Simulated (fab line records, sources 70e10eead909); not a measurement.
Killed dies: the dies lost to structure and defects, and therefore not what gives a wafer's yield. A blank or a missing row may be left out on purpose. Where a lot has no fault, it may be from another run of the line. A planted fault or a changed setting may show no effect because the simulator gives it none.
A struck lot beside a sound one -- flow nandHarc -- 39 steps out of a route of 1302
Sound: wafers L685.2, L685.4, L685.5. Struck: wafer L696.5 (L696.2, L696.3, from the same lot, were not struck and are left out); the cause is given at the end.
Each step with rows lists, per side, the tool, then ch with its chambers, then its first start. Under that, the readings that differ: sound wafers -- struck wafers -- difference of the means -- sigmas: that difference in standard deviations of wafers without a fault.
alike: a reading whose means differ by less than 2 such deviations, as well as words and numbers matching on both sides. not compared: withheld readings; readings where some wafer has no value; bounds like >300 that might hide an equal value; numbers whose values overlap and for which the record gives no deviation.
The two part at a step that has a row with sigmas, a row that says differs or no value, or rows on one side only. Numbers that don't overlap but have no deviation are shown without sigmas and don't part them. Lack of a reading on every wafer of one side parts them only where that side has two or more wafers.

NHARC_A_CHANNEL_HOLE_D2_CD_MEAS_31:
  sound: cdSem-01 at day 13 16:11; struck: cdSem-01 at day 19 09:13
  alike: cdNm
NHARC_A_CHANNEL_HOLE_D2_XSEM_32:
  sound on xsem-01 ch 0, day 13 16:16; struck on xsem-02 ch 0, day 19 09:19
reading,sound,struck,difference,sigmas
bowNm (nm),8.52 8.53 8.57,9.09,+0.55,+2
  alike: botCdNm, tiltDeg
NHARC_A_CHANNEL_HOLE_D2_INSPECT_40:
  sound: defectInspect-02 at day 13 16:22; struck: defectInspect-01 at day 19 09:25
  alike: rawDefectCount
then, 3 steps without rows for these wafers: NHARC_A_CHANNEL_FILL_D2_PRECLEAN_00 (cleans in SC1); NHARC_A_CHANNEL_FILL_D2_SRD_01; NHARC_A_CHANNEL_FILL_D2_ALD_02 (deposits SiO2, target thk 6 nm, pulse time 10 s, ald cycles 60).
NHARC_A_CHANNEL_FILL_D2_ALD_03: deposits SiNx, target thk 6 nm, pulse time 60 s, ald cycles 58.
  sound on aldSinBatch-03 ch 0; struck on aldSinBatch-02 ch 0
  alike: precursorPulseHeightRel
then, 2 steps without rows for these wafers: NHARC_A_CHANNEL_FILL_D2_ALD_14 (deposits SiO2, target thk 2.5 nm, pulse time 10 s, ald cycles 25); NHARC_A_CHANNEL_FILL_D2_ALD_15 (deposits SiNx, target thk 2 nm, pulse time 60 s, ald cycles 19).
NHARC_A_CHANNEL_FILL_D2_ALD_16: deposits SiO2, target thk 1.5 nm, pulse time 10 s, ald cycles 15.
  sound on aldHk-03 ch 0,1, day 14 04:45; struck on aldHk-03 ch 3, day 19 21:55
  alike: heaterPowerW, precursorPulseHeightRel
then, 2 steps without rows for these wafers: NHARC_A_CHANNEL_FILL_D2_ANNEAL_17 (time 1800 s); NHARC_A_CHANNEL_FILL_D2_CVD_18 (deposits poly-Si, target thk 3 nm).
NHARC_A_CHANNEL_FILL_D2_ETCHBACK_19: etches the open film in HBr/Cl2, target depth 5 nm, time 1.7 s.
  sound on rieSi-01 ch 0,1,3, day 14 16:42; struck on rieSi-01 ch 0, day 20 09:55
  alike: chamberPressureMTorr, drypumpMotorCurrentA, oesProductAu, throttleValvePct
  not compared: rfHoursCounterH
then, 6 steps without rows for these wafers: NHARC_A_CHANNEL_FILL_D2_ETCHBACK_20 (etches the open film in C4F8/O2/Ar, target depth 27 nm, time 13.5 s); NHARC_A_CHANNEL_FILL_D2_STRIP_28 (strips in O2, time 20 s); NHARC_A_CHANNEL_FILL_D2_PRECLEAN_21 (cleans in dHF, time 30 s); NHARC_A_CHANNEL_FILL_D2_SRD_23; NHARC_A_CHANNEL_FILL_D2_CVD_05 (deposits poly-Si, target thk 5 nm); NHARC_A_CHANNEL_FILL_D2_ANNEAL_22 (time 7200 s).
NHARC_A_CHANNEL_FILL_D2_ALD_25: deposits SiOx, target thk 60 nm, pulse time 10 s, ald cycles 600.
  sound on aldHk-02 ch 1,2,3, day 15 06:01; struck on aldHk-03 ch 0, day 21 00:54
  alike: heaterPowerW, precursorPulseHeightRel
then, 1 step without rows for these wafers: NHARC_A_CHANNEL_FILL_D2_ETCHBACK_08 (etches the open film in C4F8, target depth 220 nm, time 110 s).
NHARC_A_CHANNEL_FILL_D2_STRIP_29: strips in O2, time 20 s.
  sound on rieDiel-09 ch 1,3; struck on rieDiel-11 ch 1
reading,sound,struck,difference,sigmas
rfVppV (V),57.6 58.6 58.5,56.0,-2.2,-3
  alike: chamberPressureMTorr, drypumpMotorCurrentA, o2FlowSccm, oesProductAu, showerheadPlenumPTorr, throttleValvePct
  not compared: rfHoursCounterH
then, 6 steps without rows for these wafers: NHARC_A_CHANNEL_FILL_D2_PRECLEAN_30 (cleans in dHF, time 30 s); NHARC_A_CHANNEL_FILL_D2_SRD_31; NHARC_A_CHANNEL_FILL_D2_CVD_09 (deposits poly-Si, target thk 150 nm, time 3000 s); NHARC_A_CHANNEL_FILL_D2_CMP_10 (polishes, target thk 150 nm); NHARC_A_CHANNEL_FILL_D2_SRD_12; NHARC_A_CHANNEL_FILL_D2_RTA_24 (time 5 s).
NHARC_A_CHANNEL_FILL_D2_INSPECT_13:
  sound: defectInspect-02 at day 15 16:53; struck: defectInspect-01 at day 21 09:47
  alike: rawDefectCount
then, 9 steps without rows for these wafers: NHARC_A_STAIRCASE_DEP_156 (deposits SiNx, target thk 50 nm); NHARC_A_STAIRCASE_DEHYDRATE_158 (time 120 s); NHARC_A_STAIRCASE_HMDS_159 (time 30 s); NHARC_A_STAIRCASE_COAT_160; NHARC_A_STAIRCASE_SOFTBAKE_161 (time 170 s); NHARC_A_STAIRCASE_EBR_162; NHARC_A_STAIRCASE_EXPOSE_163 (exposes mask STAIR OPEN); NHARC_A_STAIRCASE_PEB_164 (peb time 130 s); NHARC_A_STAIRCASE_DEVELOP_165 (time 140 s).
-- break in the record here, with 8 days between the starts of the struck wafers on either side (left off in module A_STAIRCASE, picked up again in module END, where the first step shown is number 1302 on the route) --
NHARC_END_SORT_01:
  here the record holds rows for the struck wafers (prober-01 ch 0, day 29 16:43) but none for the sound ones

== WHERE THEY PART ==
Earliest at NHARC_A_CHANNEL_HOLE_D2_XSEM_32; latest, in this record, at NHARC_END_SORT_01.

WHY: whatever the simulator had introduced
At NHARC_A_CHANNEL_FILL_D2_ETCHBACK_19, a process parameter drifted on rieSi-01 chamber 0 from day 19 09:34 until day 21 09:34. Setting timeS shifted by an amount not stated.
